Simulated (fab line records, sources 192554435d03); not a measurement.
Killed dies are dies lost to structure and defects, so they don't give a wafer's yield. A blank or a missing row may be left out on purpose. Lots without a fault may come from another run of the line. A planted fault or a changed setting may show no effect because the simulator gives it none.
Which tool did it? | flow n5_finfet | 10 lots, 30 wafers sampled, at 5 steps of a route of 1938

WHAT THE GAUGES READ, wafer by wafer
The record holds no reading of a measuring or inspecting step that can be judged against a usual standard deviation.

WHICH TOOL RAN EACH LOT (tool, then ch and the chambers of the sampled wafers, then the start)
lot  | N5_BEOL_M7_ETCH_72                 | N5_BEOL_M7_STRIP_80                           | N5_BEOL_M7_SURFACE_TREAT_79  | N5_BEOL_M7_ECD_50              | N5_BEOL_M7_CMP_52
L215 | rie_diel-01 ch 0,2,3, day 8 21:50  | rie_diel-01 ch 0,2,3, day 8 23:18 or earlier  | pvd_sputter-02, day 8 23:18  | ecd_cu-01 ch 0,1, day 8 23:41  | cmp-03 ch 0,2,3, day 9 00:08
L217 | rie_diel-03 ch 0,1,2, day 9 13:24  | rie_diel-03 ch 0,1,2, day 9 14:41 or earlier  | pvd_sputter-01, day 9 14:41  | ecd_cu-02 ch 0,1, day 9 15:09  | cmp-01 ch 0,1,2, day 9 15:45
L219 | rie_diel-04 ch 0,2,3, day 10 03:25 | rie_diel-04 ch 0,2,3, day 10 05:25 or earlier | pvd_sputter-02, day 10 05:25 | ecd_cu-01 ch 0,1, day 10 05:45 | cmp-01 ch 2,3, day 10 06:38
L220 | rie_diel-03 ch 0,3, day 10 11:43   | rie_diel-03 ch 0,3, day 10 13:26 or earlier   | pvd_sputter-01, day 10 13:26 | ecd_cu-02 ch 0,1, day 10 13:45 | cmp-04 ch 0,2,3, day 10 14:09
L221 | rie_diel-01 ch 0,2, day 10 15:34   | rie_diel-01 ch 0,2, day 10 16:54 or earlier   | pvd_sputter-01, day 10 16:54 | ecd_cu-01 ch 0,1, day 10 17:13 | cmp-04 ch 0,2,3, day 10 17:35
L229 | rie_diel-01 ch 0,1,3, day 13 02:35 | rie_diel-01 ch 0,1,3, day 13 03:57 or earlier | pvd_sputter-01, day 13 03:57 | ecd_cu-01 ch 1, day 13 04:19   | cmp-04 ch 0,1,3, day 13 04:56
L231 | rie_diel-04 ch 0,1, day 13 11:35   | rie_diel-04 ch 0,1, day 13 13:42 or earlier   | pvd_sputter-03, day 13 13:42 | ecd_cu-01 ch 0,1, day 13 14:08 | cmp-04 ch 1,2,3, day 13 14:38
L232 | rie_diel-04 ch 1,2, day 14 02:48   | rie_diel-04 ch 1,2, day 14 04:35 or earlier   | pvd_sputter-03, day 14 04:35 | ecd_cu-01 ch 0,1, day 14 04:55 | cmp-04 ch 2,3, day 14 05:29
L235 | rie_diel-04 ch 0,1,2, day 14 11:07 | rie_diel-04 ch 0,1,2, day 14 13:08 or earlier | pvd_sputter-02, day 14 13:08 | ecd_cu-01 ch 0,1, day 14 13:36 | cmp-04 ch 1,2,3, day 14 14:22
L237 | rie_diel-03 ch 1,2,3, day 14 21:01 | rie_diel-03 ch 1,2,3, day 14 23:44 or earlier | pvd_sputter-02, day 14 23:44 | ecd_cu-01 ch 0,1, day 15 00:28 | cmp-04 ch 0,1,3, day 15 00:53
- N5_BEOL_M7_ETCH_72: etches underlayer in N2/H2, target depth 6.5 nm, time 5.2 s.
- N5_BEOL_M7_STRIP_80: strips in N2/H2, time 10 s.
- N5_BEOL_M7_SURFACE_TREAT_79
- N5_BEOL_M7_ECD_50: material Cu, target thk 300 nm.
- N5_BEOL_M7_CMP_52: polishes, stops on SiCOH lowk, t overpolish 6.9 s, target thk 80 nm.

WHAT THE TOOLS THEMSELVES READ (means of the sampled wafers that have a number; where no wafer has one, the mark that the record gives instead)
N5_BEOL_M7_ETCH_72. Usual: drypump_motor_current_A 5.5 A, standard deviation 0.43; etch_rf_on_time_s 5.19 s, standard deviation 0.12; oes_product_au 0.69 a.u., standard deviation 0.078; rf_fwd_power_W 819.2 W, standard deviation 2.6; rf_vpp_V 522.8 V, standard deviation 2.7; showerhead_plenum_p_Torr 2.51 Torr, standard deviation 0.09; throttle_valve_pct 17.70 %, standard deviation 0.21.
lot  | tool        | drypump_motor_current_A (A) | etch_rf_on_time_s (s) | oes_product_au (a.u.) | rf_fwd_power_W (W) | rf_vpp_V (V) | showerhead_plenum_p_Torr (Torr) | throttle_valve_pct (%) | flag
L215 | rie_diel-01 | 5.3                         | 5.35                  | 0.69                  | 819.2              | 522.9        | 2.54                            | 17.69                  |
L217 | rie_diel-03 | 5.8                         | 5.23                  | 0.65                  | 822.4              | 523.1        | 2.57                            | 17.79                  |
L219 | rie_diel-04 | 5.7                         | 5.19                  | 0.64                  | 818.7              | 522.8        | 2.50                            | 17.76                  |
L220 | rie_diel-03 | 5.9                         | 5.28                  | 0.57                  | 819.2              | 523.5        | 2.50                            | 17.79                  |
L221 | rie_diel-01 | 5.0                         | 5.36                  | 0.73                  | 818.6              | 521.1        | 2.48                            | 17.63                  |
L229 | rie_diel-01 | 5.4                         | 5.28                  | 0.68                  | 819.0              | 523.6        | 2.54                            | 17.70                  |
L231 | rie_diel-04 | 5.7                         | 5.05                  | 0.74                  | 818.1              | 521.0        | 2.44                            | 17.78                  |
L232 | rie_diel-04 | 5.9                         | 5.24                  | 0.64                  | 814.9              | 520.3        | 2.40                            | 17.58                  |
L235 | rie_diel-04 | 5.9                         | 5.12                  | 0.70                  | 819.4              | 521.1        | 2.46                            | 17.65                  |
L237 | rie_diel-03 | 5.7                         | 5.05                  | 0.76                  | 819.2              | 525.2        | 2.56                            | 17.79                  |

N5_BEOL_M7_STRIP_80. Usual: drypump_motor_current_A 5.5 A, standard deviation 0.42; oes_product_au 0.81 a.u., standard deviation 0.093; rf_vpp_V 59.1 V, standard deviation 0.73; showerhead_plenum_p_Torr 2.50 Torr, standard deviation 0.09; throttle_valve_pct 23.49 %, standard deviation 0.25.
lot  | tool        | drypump_motor_current_A (A) | oes_product_au (a.u.) | rf_vpp_V (V) | showerhead_plenum_p_Torr (Torr) | throttle_valve_pct (%) | flag
L215 | rie_diel-01 | 5.3                         | 0.82                  | 58.6         | 2.53                            | 23.46                  |
L217 | rie_diel-03 | 5.8                         | 0.76                  | 59.8         | 2.57                            | 23.51                  |
L219 | rie_diel-04 | 5.7                         | 0.74                  | 59.6         | 2.49                            | 23.51                  |
L220 | rie_diel-03 | 5.9                         | 0.67                  | 58.9         | 2.50                            | 23.47                  |
L221 | rie_diel-01 | 5.1                         | 0.85                  | 58.7         | 2.48                            | 23.39                  |
L229 | rie_diel-01 | 5.5                         | 0.80                  | 59.5         | 2.53                            | 23.50                  |
L231 | rie_diel-04 | 5.7                         | 0.86                  | 58.5         | 2.43                            | 23.65                  |
L232 | rie_diel-04 | 5.9                         | 0.76                  | 58.6         | 2.39                            | 23.32                  |
L235 | rie_diel-04 | 5.9                         | 0.82                  | 59.1         | 2.45                            | 23.47                  |
L237 | rie_diel-03 | 5.7                         | 0.88                  | 59.8         | 2.56                            | 23.68                  |

N5_BEOL_M7_CMP_52. Usual: clearing_platen_rpm 49.997 rpm, standard deviation 0.026; motor_current_A 6.0 A, standard deviation 0.45; time_to_endpoint_s 62 s, standard deviation 3.3.
lot  | tool   | clearing_platen_rpm (rpm) | motor_current_A (A) | time_to_endpoint_s (s) | flag
L215 | cmp-03 | 50.008                    | 6.1                 | 57                     |
L217 | cmp-01 | 49.979                    | 5.8                 | 62                     |
L219 | cmp-01 | 50.000                    | 6.5                 | 83                     | OFF
L220 | cmp-04 | 49.987                    | 5.9                 | 61                     |
L221 | cmp-04 | 49.993                    | 5.8                 | 78                     | OFF
L229 | cmp-04 | 50.014                    | 5.9                 | 62                     |
L231 | cmp-04 | 49.994                    | 5.9                 | 62                     |
L232 | cmp-04 | 50.026                    | 5.6                 | 63                     |
L235 | cmp-04 | 49.996                    | 5.6                 | 63                     |
L237 | cmp-04 | 49.992                    | 6.0                 | 64                     |

THE ANSWER, worked out from the rows above alone
Rule: a lot is off if the mean of its wafers that have a number lies more than 3 standard deviations from the usual mean. A lot without any number at a reading at which 4 lots or more have one is off too. The other lots that the step has rows for count as sound. The gauges are gone through in route order, then the tools' own readings, and for those a lot's mean is taken as printed above. The first step at which some lot is off is used, and at that step the reading that is off furthest; a lot without a number counts as furthest.
Off: L219, L221, at N5_BEOL_M7_CMP_52 (time_to_endpoint_s).
A tool fits if, at that step or a process step before it, it ran every lot that is off, and no sound lot after the first of them. N5_BEOL_M7_STRIP_80 gives no start for some lots, so the hours and the order of its lots are those of N5_BEOL_M7_SURFACE_TREAT_79. None of those tried fits.

WHAT THE SIMULATOR HAD PUT IN
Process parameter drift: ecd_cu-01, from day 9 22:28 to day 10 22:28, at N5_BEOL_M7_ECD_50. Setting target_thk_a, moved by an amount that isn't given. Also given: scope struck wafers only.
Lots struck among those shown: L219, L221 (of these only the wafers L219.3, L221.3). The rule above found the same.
